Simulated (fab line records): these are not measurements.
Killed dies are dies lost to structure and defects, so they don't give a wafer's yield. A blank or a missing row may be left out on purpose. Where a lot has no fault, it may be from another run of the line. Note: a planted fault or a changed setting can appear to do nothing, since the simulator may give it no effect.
Which tool is to blame? || flow n5_finfet || Sampling: 10 lots, 27 wafers, 5 of 1938 route steps

== WHAT EACH GAUGE READ, for each wafer ==
N5_BEOL_M4_RC_MEAS_101. Usual: DIBL_N 35.0 mV/V, standard deviation 2.4; DIBL_P 35.4 mV/V, standard deviation 2.8; IOFF_N 0.14 nA/um, standard deviation 0.045; IOFF_P 0.20 nA/um, standard deviation 0.048; ION_N 667 uA/um, standard deviation 19; ION_P 460 uA/um, standard deviation 11; SS_N 71.2 mV/dec, standard deviation 0.71; SS_P 73.1 mV/dec, standard deviation 0.86; VT_N 252 mV, standard deviation 4.6; VT_P -251 mV, standard deviation 3.4.
{"lot": "L541", "measured": "day 8 04:15", "on": "prober-01", "DIBL_N (mV/V)": "33.3 31.0 35.2", "DIBL_P (mV/V)": "34.5 32.4 38.2", "IOFF_N (nA/um)": "0.13 0.10 0.17", "IOFF_P (nA/um)": "0.18 0.16 0.25", "ION_N (uA/um)": "651 664 688", "ION_P (uA/um)": "451 467 481", "SS_N (mV/dec)": "70.5 70.0 70.3", "SS_P (mV/dec)": "73.0 72.4 73.1", "VT_N (mV)": "249 253 246", "VT_P (mV)": "-251 -251 -246", "flag": ""}
{"lot": "L542", "measured": "day 8 04:34", "on": "prober-02", "DIBL_N (mV/V)": "36.5 33.4 36.5", "DIBL_P (mV/V)": "37.5 33.1 38.6", "IOFF_N (nA/um)": "0.17 0.12 0.18", "IOFF_P (nA/um)": "0.24 0.17 0.25", "ION_N (uA/um)": "679 663 687", "ION_P (uA/um)": "464 456 474", "SS_N (mV/dec)": "71.8 70.4 72.3", "SS_P (mV/dec)": "73.7 72.9 74.1", "VT_N (mV)": "250 253 248", "VT_P (mV)": "-249 -252 -248", "flag": ""}
{"lot": "L543", "measured": "day 8 07:59", "on": "prober-01", "DIBL_N (mV/V)": "33.2 37.2 36.4", "DIBL_P (mV/V)": "32.2 35.9 34.9", "IOFF_N (nA/um)": "0.12 0.19 0.16", "IOFF_P (nA/um)": "0.18 0.24 0.21", "ION_N (uA/um)": "673 680 650", "ION_P (uA/um)": "469 459 453", "SS_N (mV/dec)": "70.8 72.0 72.1", "SS_P (mV/dec)": "72.8 73.8 73.5", "VT_N (mV)": "252 247 252", "VT_P (mV)": "-250 -247 -248", "flag": ""}
{"lot": "L544", "measured": "day 8 14:15", "on": "prober-02", "DIBL_N (mV/V)": "37.4 37.7 38.5", "DIBL_P (mV/V)": "38.2 37.8 39.6", "IOFF_N (nA/um)": "0.21 0.21 0.21", "IOFF_P (nA/um)": "0.25 0.24 0.27", "ION_N (uA/um)": "689 677 676", "ION_P (uA/um)": "473 462 464", "SS_N (mV/dec)": "72.0 71.7 71.7", "SS_P (mV/dec)": "73.7 74.5 74.2", "VT_N (mV)": "246 246 247", "VT_P (mV)": "-248 -248 -248", "flag": ""}
{"lot": "L553", "measured": "day 10 22:53", "on": "prober-02", "DIBL_N (mV/V)": "34.3 35.7", "DIBL_P (mV/V)": "35.8 38.3", "IOFF_N (nA/um)": "0.14 0.16", "IOFF_P (nA/um)": "0.20 0.24", "ION_N (uA/um)": "673 665", "ION_P (uA/um)": "469 465", "SS_N (mV/dec)": "71.1 71.5", "SS_P (mV/dec)": "73.4 73.6", "VT_N (mV)": "251 250", "VT_P (mV)": "-251 -250", "flag": ""}
{"lot": "L557", "measured": "day 11 16:36", "on": "prober-02", "DIBL_N (mV/V)": "34.4 29.6 33.6", "DIBL_P (mV/V)": "35.0 28.2 33.9", "IOFF_N (nA/um)": "0.13 0.07 0.12", "IOFF_P (nA/um)": "0.22 0.13 0.20", "ION_N (uA/um)": "682 629 671", "ION_P (uA/um)": "480 446 471", "SS_N (mV/dec)": "71.5 69.8 70.3", "SS_P (mV/dec)": "72.7 70.5 72.4", "VT_N (mV)": "251 260 253", "VT_P (mV)": "-248 -255 -247", "flag": ""}
{"lot": "L558", "measured": "day 12 12:14", "on": "prober-01", "DIBL_N (mV/V)": "31.3 36.8 31.7", "DIBL_P (mV/V)": "32.2 38.9 32.6", "IOFF_N (nA/um)": "0.10 0.18 0.11", "IOFF_P (nA/um)": "0.15 0.23 0.15", "ION_N (uA/um)": "637 653 669", "ION_P (uA/um)": "439 448 461", "SS_N (mV/dec)": "71.1 72.3 70.9", "SS_P (mV/dec)": "71.9 73.9 72.4", "VT_N (mV)": "255 250 253", "VT_P (mV)": "-255 -253 -256", "flag": ""}
{"lot": "L560", "measured": "day 12 12:53", "on": "prober-02", "DIBL_N (mV/V)": "39.2 34.4 37.5", "DIBL_P (mV/V)": "41.4 30.3 36.4", "IOFF_N (nA/um)": "0.22 0.11 0.17", "IOFF_P (nA/um)": "0.33 0.14 0.21", "ION_N (uA/um)": "688 631 666", "ION_P (uA/um)": "483 437 456", "SS_N (mV/dec)": "71.9 71.8 71.4", "SS_P (mV/dec)": "74.8 72.3 74.4", "VT_N (mV)": "243 258 249", "VT_P (mV)": "-246 -258 -252", "flag": ""}
{"lot": "L563", "measured": "day 13 14:25", "on": "prober-02", "DIBL_N (mV/V)": "33.1 36.3", "DIBL_P (mV/V)": "36.2 39.3", "IOFF_N (nA/um)": "0.12 0.19", "IOFF_P (nA/um)": "0.18 0.23", "ION_N (uA/um)": "654 702", "ION_P (uA/um)": "457 479", "SS_N (mV/dec)": "71.3 72.0", "SS_P (mV/dec)": "72.9 74.1", "VT_N (mV)": "253 243", "VT_P (mV)": "-251 -248", "flag": ""}
{"lot": "L564", "measured": "day 13 23:25", "on": "prober-01", "DIBL_N (mV/V)": "34.6 33.8", "DIBL_P (mV/V)": "35.6 34.3", "IOFF_N (nA/um)": "0.14 0.11", "IOFF_P (nA/um)": "0.20 0.17", "ION_N (uA/um)": "681 656", "ION_P (uA/um)": "471 450", "SS_N (mV/dec)": "70.7 70.9", "SS_P (mV/dec)": "73.5 73.0", "VT_N (mV)": "251 256", "VT_P (mV)": "-252 -256", "flag": ""}

N5_BEOL_M8_CD_MEAS_28 targets a cd of 40 nm. Usual: cd_nm 40.07 nm, standard deviation 0.25.
{"lot": "L541", "measured": "day 9 17:28", "on": "cd_sem-02", "cd_nm (nm)": "39.81 39.87 40.15", "flag": ""}
{"lot": "L542", "measured": "day 9 17:44", "on": "cd_sem-03", "cd_nm (nm)": "40.01 40.01 40.27", "flag": ""}
{"lot": "L543", "measured": "day 9 19:31", "on": "cd_sem-02", "cd_nm (nm)": "39.98 39.74 39.69", "flag": ""}
{"lot": "L544", "measured": "day 10 03:55", "on": "cd_sem-01", "cd_nm (nm)": "40.37 39.75 40.24", "flag": ""}
{"lot": "L553", "measured": "day 12 07:43", "on": "cd_sem-02", "cd_nm (nm)": "40.03 40.16", "flag": ""}
{"lot": "L557", "measured": "day 13 06:29", "on": "cd_sem-02", "cd_nm (nm)": "40.05 39.89 40.05", "flag": ""}
{"lot": "L558", "measured": "day 13 23:59", "on": "cd_sem-03", "cd_nm (nm)": "40.05 40.44 40.07", "flag": ""}
{"lot": "L560", "measured": "day 14 01:35", "on": "cd_sem-02", "cd_nm (nm)": "39.77 40.21 40.08", "flag": ""}
{"lot": "L563", "measured": "day 15 03:56", "on": "cd_sem-03", "cd_nm (nm)": "40.36 40.42", "flag": ""}
{"lot": "L564", "measured": "day 15 13:05", "on": "cd_sem-03", "cd_nm (nm)": "40.39 40.21", "flag": ""}

N5_BEOL_M8_CD_MEAS_35 targets a cd of 40 nm. Usual: cd_nm 39.7 nm, standard deviation 0.64.
{"lot": "L541", "measured": "day 9 18:11", "on": "cd_sem-01", "cd_nm (nm)": "39.2 39.1 40.9", "flag": ""}
{"lot": "L542", "measured": "day 9 18:27", "on": "cd_sem-03", "cd_nm (nm)": "39.9 40.1 41.5", "flag": ""}
{"lot": "L543", "measured": "day 9 20:17", "on": "cd_sem-03", "cd_nm (nm)": "39.6 40.0 40.3", "flag": ""}
{"lot": "L544", "measured": "day 10 05:06", "on": "cd_sem-01", "cd_nm (nm)": "38.8 40.3 38.5", "flag": ""}
{"lot": "L553", "measured": "day 12 08:48", "on": "cd_sem-03", "cd_nm (nm)": "39.7 40.3", "flag": ""}
{"lot": "L557", "measured": "day 13 07:13", "on": "cd_sem-03", "cd_nm (nm)": "38.9 40.2 40.7", "flag": ""}
{"lot": "L558", "measured": "day 14 00:41", "on": "cd_sem-01", "cd_nm (nm)": "40.3 40.3 39.7", "flag": ""}
{"lot": "L560", "measured": "day 14 02:30", "on": "cd_sem-01", "cd_nm (nm)": "40.8 39.6 39.9", "flag": ""}
{"lot": "L563", "measured": "day 15 04:54", "on": "cd_sem-03", "cd_nm (nm)": "40.0 40.1", "flag": ""}
{"lot": "L564", "measured": "day 15 13:58", "on": "cd_sem-02", "cd_nm (nm)": "39.9 39.7", "flag": ""}

== TOOL THAT RAN EACH LOT (tool first, then ch and the chambers of the sampled wafers, then the start) ==
{"lot": "L541", "N5_BEOL_M8_STRIP_19": "rie_diel-03 ch 2,3, day 9 17:01", "N5_BEOL_M8_VIA_ETCH_34": "rie_diel-05 ch 0,2, day 9 17:46"}
{"lot": "L542", "N5_BEOL_M8_STRIP_19": "rie_diel-05 ch 0,1,2, day 9 16:54", "N5_BEOL_M8_VIA_ETCH_34": "rie_diel-04 ch 0,1, day 9 18:02"}
{"lot": "L543", "N5_BEOL_M8_STRIP_19": "rie_diel-05 ch 0,2, day 9 19:07", "N5_BEOL_M8_VIA_ETCH_34": "rie_diel-03 ch 0,1, day 9 19:53"}
{"lot": "L544", "N5_BEOL_M8_STRIP_19": "rie_diel-04 ch 1,2,3, day 10 00:32", "N5_BEOL_M8_VIA_ETCH_34": "rie_diel-05 ch 0,2,3, day 10 04:42"}
{"lot": "L553", "N5_BEOL_M8_STRIP_19": "rie_diel-04 ch 0, day 12 06:04", "N5_BEOL_M8_VIA_ETCH_34": "rie_diel-03 ch 1,2, day 12 08:17"}
{"lot": "L557", "N5_BEOL_M8_STRIP_19": "rie_diel-04 ch 0,1,3, day 13 03:09", "N5_BEOL_M8_VIA_ETCH_34": "rie_diel-05 ch 1,3, day 13 06:49"}
{"lot": "L558", "N5_BEOL_M8_STRIP_19": "rie_diel-04 ch 2,3, day 13 20:55", "N5_BEOL_M8_VIA_ETCH_34": "rie_diel-05 ch 0,2, day 14 00:17"}
{"lot": "L560", "N5_BEOL_M8_STRIP_19": "rie_diel-04 ch 1,2,3, day 14 01:11", "N5_BEOL_M8_VIA_ETCH_34": "rie_diel-04 ch 1,2,3, day 14 02:05"}
{"lot": "L563", "N5_BEOL_M8_STRIP_19": "rie_diel-03 ch 2,3, day 15 02:48", "N5_BEOL_M8_VIA_ETCH_34": "rie_diel-04 ch 0,3, day 15 04:30"}
{"lot": "L564", "N5_BEOL_M8_STRIP_19": "rie_diel-03 ch 2, day 15 10:58", "N5_BEOL_M8_VIA_ETCH_34": "rie_diel-03 ch 0,1, day 15 13:34"}
- N5_BEOL_M8_STRIP_19: strips in O2.
- N5_BEOL_M8_VIA_ETCH_34: etches SiCOH lowk in C4F6/O2, target depth 125.5 nm, time 50.5 s.

== WHAT THE TOOLS THEMSELVES READ (means of the sampled wafers that have a number; where no wafer has one, the mark that the record gives instead) ==
N5_BEOL_M8_STRIP_19. Usual: drypump_motor_current_A 5.7 A, standard deviation 0.47; o2_flow_sccm 225.0 sccm, standard deviation 0.69; oes_product_au 0.81 a.u., standard deviation 0.094; rf_vpp_V 3.7 V, standard deviation 0.56; showerhead_plenum_p_Torr 2.11 Torr, standard deviation 0.11; throttle_valve_pct 16.68 %, standard deviation 0.21.
{"lot": "L541", "tool": "rie_diel-03", "drypump_motor_current_A (A)": 5.3, "o2_flow_sccm (sccm)": 224.3, "oes_product_au (a.u.)": 0.72, "rf_vpp_V (V)": 3.6, "showerhead_plenum_p_Torr (Torr)": 2.04, "throttle_valve_pct (%)": 16.69, "flag": ""}
{"lot": "L542", "tool": "rie_diel-05", "drypump_motor_current_A (A)": 6.2, "o2_flow_sccm (sccm)": 224.5, "oes_product_au (a.u.)": 0.88, "rf_vpp_V (V)": 4.0, "showerhead_plenum_p_Torr (Torr)": 2.10, "throttle_valve_pct (%)": 16.61, "flag": ""}
{"lot": "L543", "tool": "rie_diel-05", "drypump_motor_current_A (A)": 6.0, "o2_flow_sccm (sccm)": 224.5, "oes_product_au (a.u.)": 0.86, "rf_vpp_V (V)": 3.5, "showerhead_plenum_p_Torr (Torr)": 2.04, "throttle_valve_pct (%)": 16.55, "flag": ""}
{"lot": "L544", "tool": "rie_diel-04", "drypump_motor_current_A (A)": 5.5, "o2_flow_sccm (sccm)": 225.8, "oes_product_au (a.u.)": 0.79, "rf_vpp_V (V)": 4.0, "showerhead_plenum_p_Torr (Torr)": 2.08, "throttle_valve_pct (%)": 16.84, "flag": ""}
{"lot": "L553", "tool": "rie_diel-04", "drypump_motor_current_A (A)": 5.5, "o2_flow_sccm (sccm)": 225.4, "oes_product_au (a.u.)": 0.89, "rf_vpp_V (V)": 3.8, "showerhead_plenum_p_Torr (Torr)": 2.15, "throttle_valve_pct (%)": 16.41, "flag": ""}
{"lot": "L557", "tool": "rie_diel-04", "drypump_motor_current_A (A)": 5.2, "o2_flow_sccm (sccm)": 224.9, "oes_product_au (a.u.)": 0.82, "rf_vpp_V (V)": 3.7, "showerhead_plenum_p_Torr (Torr)": 2.12, "throttle_valve_pct (%)": 16.62, "flag": ""}
{"lot": "L558", "tool": "rie_diel-04", "drypump_motor_current_A (A)": 5.6, "o2_flow_sccm (sccm)": 225.3, "oes_product_au (a.u.)": 0.91, "rf_vpp_V (V)": 3.8, "showerhead_plenum_p_Torr (Torr)": 2.24, "throttle_valve_pct (%)": 16.56, "flag": ""}
{"lot": "L560", "tool": "rie_diel-04", "drypump_motor_current_A (A)": 5.4, "o2_flow_sccm (sccm)": 224.3, "oes_product_au (a.u.)": 0.84, "rf_vpp_V (V)": 3.4, "showerhead_plenum_p_Torr (Torr)": 2.16, "throttle_valve_pct (%)": 16.75, "flag": ""}
{"lot": "L563", "tool": "rie_diel-03", "drypump_motor_current_A (A)": 5.2, "o2_flow_sccm (sccm)": 225.1, "oes_product_au (a.u.)": 0.84, "rf_vpp_V (V)": 4.3, "showerhead_plenum_p_Torr (Torr)": 2.02, "throttle_valve_pct (%)": 16.49, "flag": ""}
{"lot": "L564", "tool": "rie_diel-03", "drypump_motor_current_A (A)": 5.2, "o2_flow_sccm (sccm)": 224.9, "oes_product_au (a.u.)": 0.74, "rf_vpp_V (V)": 3.8, "showerhead_plenum_p_Torr (Torr)": 1.97, "throttle_valve_pct (%)": 16.59, "flag": ""}

N5_BEOL_M8_VIA_ETCH_34. Usual: drypump_motor_current_A 5.6 A, standard deviation 0.43; oes_f_703_au 0.81 a.u., standard deviation 0.1; oes_product_au 0.80 a.u., standard deviation 0.093; rf_vpp_V 669 V, standard deviation 15; showerhead_plenum_p_Torr 2.84 Torr, standard deviation 0.13; throttle_valve_pct 20.92 %, standard deviation 0.28.
{"lot": "L541", "tool": "rie_diel-05", "drypump_motor_current_A (A)": 6.0, "oes_f_703_au (a.u.)": 0.85, "oes_product_au (a.u.)": 0.86, "rf_vpp_V (V)": 674, "showerhead_plenum_p_Torr (Torr)": 2.74, "throttle_valve_pct (%)": 20.56, "flag": ""}
{"lot": "L542", "tool": "rie_diel-04", "drypump_motor_current_A (A)": 5.3, "oes_f_703_au (a.u.)": 0.90, "oes_product_au (a.u.)": 0.87, "rf_vpp_V (V)": 668, "showerhead_plenum_p_Torr (Torr)": 2.83, "throttle_valve_pct (%)": 20.63, "flag": ""}
{"lot": "L543", "tool": "rie_diel-03", "drypump_motor_current_A (A)": 5.7, "oes_f_703_au (a.u.)": 0.85, "oes_product_au (a.u.)": 0.83, "rf_vpp_V (V)": 667, "showerhead_plenum_p_Torr (Torr)": 2.94, "throttle_valve_pct (%)": 20.95, "flag": ""}
{"lot": "L544", "tool": "rie_diel-05", "drypump_motor_current_A (A)": 6.0, "oes_f_703_au (a.u.)": 0.81, "oes_product_au (a.u.)": 0.81, "rf_vpp_V (V)": 672, "showerhead_plenum_p_Torr (Torr)": 2.82, "throttle_valve_pct (%)": 20.68, "flag": ""}
{"lot": "L553", "tool": "rie_diel-03", "drypump_motor_current_A (A)": 5.7, "oes_f_703_au (a.u.)": 0.75, "oes_product_au (a.u.)": 0.56, "rf_vpp_V (V)": 669, "showerhead_plenum_p_Torr (Torr)": 2.75, "throttle_valve_pct (%)": 21.13, "flag": ""}
{"lot": "L557", "tool": "rie_diel-05", "drypump_motor_current_A (A)": 6.2, "oes_f_703_au (a.u.)": 0.80, "oes_product_au (a.u.)": 0.82, "rf_vpp_V (V)": 683, "showerhead_plenum_p_Torr (Torr)": 2.98, "throttle_valve_pct (%)": 20.84, "flag": ""}
{"lot": "L558", "tool": "rie_diel-05", "drypump_motor_current_A (A)": 6.0, "oes_f_703_au (a.u.)": 0.79, "oes_product_au (a.u.)": 0.80, "rf_vpp_V (V)": 674, "showerhead_plenum_p_Torr (Torr)": 2.73, "throttle_valve_pct (%)": 20.61, "flag": ""}
{"lot": "L560", "tool": "rie_diel-04", "drypump_motor_current_A (A)": 5.4, "oes_f_703_au (a.u.)": 0.85, "oes_product_au (a.u.)": 0.83, "rf_vpp_V (V)": 672, "showerhead_plenum_p_Torr (Torr)": 2.91, "throttle_valve_pct (%)": 20.94, "flag": ""}
{"lot": "L563", "tool": "rie_diel-04", "drypump_motor_current_A (A)": 5.4, "oes_f_703_au (a.u.)": 0.91, "oes_product_au (a.u.)": 0.87, "rf_vpp_V (V)": 666, "showerhead_plenum_p_Torr (Torr)": 2.94, "throttle_valve_pct (%)": 20.63, "flag": ""}
{"lot": "L564", "tool": "rie_diel-03", "drypump_motor_current_A (A)": 5.8, "oes_f_703_au (a.u.)": 0.77, "oes_product_au (a.u.)": 0.77, "rf_vpp_V (V)": 665, "showerhead_plenum_p_Torr (Torr)": 2.88, "throttle_valve_pct (%)": 21.12, "flag": ""}

== THE ANSWER, worked out from the rows above alone ==
Rule: a lot counts as off when the mean over its wafers that have a number is more than 3 standard deviations away from the usual mean. Also off: a lot with no number at a reading for which 4 or more lots have one. The other lots that the step has rows for count as sound. First the gauges in route order, then the tools' own readings, where a lot's mean is used as printed above. The first step at which some lot is off is used, and at that step the reading that is off furthest; a lot without a number counts as furthest.
No lot is off on any of the readings shown, so nothing can be concluded from this.

== WHAT HAD BEEN PUT IN BY THE SIMULATOR ==
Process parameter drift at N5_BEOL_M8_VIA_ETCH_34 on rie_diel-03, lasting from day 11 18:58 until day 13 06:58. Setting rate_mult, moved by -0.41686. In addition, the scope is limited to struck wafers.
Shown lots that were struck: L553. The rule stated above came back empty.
